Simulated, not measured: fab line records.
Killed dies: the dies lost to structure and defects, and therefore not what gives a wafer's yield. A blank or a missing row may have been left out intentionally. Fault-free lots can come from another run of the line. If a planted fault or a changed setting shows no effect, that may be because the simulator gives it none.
Matching of chambers -- flow n5-finfet -- N5_BEOL_M7_DEP_56 on pecvd-02 has 3 sister chambers
The step deposits SiCN from 3MS/NH3, target thk 10 nm, time 17.5 s. 22 wafers are shown with their chamber, then 11 later ones without.

WAFERS PAIRED WITH THEIR CHAMBERS
wafer,chamber,showerhead-plenum-p-Torr (Torr),throttle-valve-pct (%),rf-fwd-power-W (W)
L076.2,2,3.639,8.8,199.6
L076.3,0,3.677,9.6,201.1
L076.5,0,3.675,9.4,199.9
L078.1,1,3.654,9.9,198.8
L078.4,0,3.679,9.8,200.1
L078.6,1,3.644,9.6,198.7
L083.1,0,3.662,9.7,200.1
L083.2,1,3.660,9.7,197.9
L083.5,1,3.654,9.9,198.7
L084.2,2,3.641,9.0,199.3
L084.4,2,3.642,8.9,198.7
L084.5,1,3.651,9.8,199.3
L087.3,2,3.641,8.5,200.1
L087.4,2,3.643,8.9,198.0
L087.5,1,3.656,9.9,198.6
L089.1,1,3.656,9.7,199.1
L089.2,2,3.639,9.2,199.3
L089.4,0,3.677,9.9,199.9
L086.2,0,3.674,9.9,199.7
L086.4,1,3.652,9.5,199.6
L086.5,0,3.680,9.6,198.8
L090.1,0,3.672,9.9,199.3

SIGNATURES, as means of the wafers listed above
reading,chamber 0,chamber 1,chamber 2,scatter within a chamber
showerhead-plenum-p-Torr,3.67450,3.65338,3.64083,0.00455
throttle-valve-pct,9.725,9.750,8.883,0.187
rf-fwd-power-W,199.863,198.838,199.167,0.634
Rule: for a wafer and a chamber, the distance is found by dividing, reading by reading, the gap between the wafer's reading and the chamber's mean by the reading's scatter, squaring, summing and taking the root. If the next closest chamber is less than 2 further off than the closest, the wafer can't be placed; otherwise it belongs to the closest. The scatter: the root of (the sum of the squares of (reading less its chamber's mean) over the shown wafers, divided by (wafers less chambers)).

WAFERS WITH NO CHAMBER GIVEN
wafer,showerhead-plenum-p-Torr (Torr),throttle-valve-pct (%),rf-fwd-power-W (W)
L090.4,3.675,9.6,199.6
L090.6,3.646,8.8,199.6
L092.2,3.651,9.6,197.9
L092.3,3.633,8.9,199.5
L092.5,3.649,9.9,198.7
L094.3,3.675,9.6,199.9
L094.4,3.658,9.8,199.1
L094.5,3.675,9.4,200.0
L096.1,3.644,8.7,199.1
L096.3,3.682,9.6,199.3
L096.4,3.673,9.8,200.0

WHICH CHAMBER EACH WENT THROUGH
wafer,from the rows above,in truth
L090.4,0,0
L090.6,2,2
L092.2,1,1
L092.3,2,2
L092.5,1,1
L094.3,0,0
L094.4,1,1
L094.5,0,0
L096.1,2,2
L096.3,0,0
L096.4,0,0
11 of 11 placed correctly. Not placeable from these rows: 0. Placed wrongly: 0.
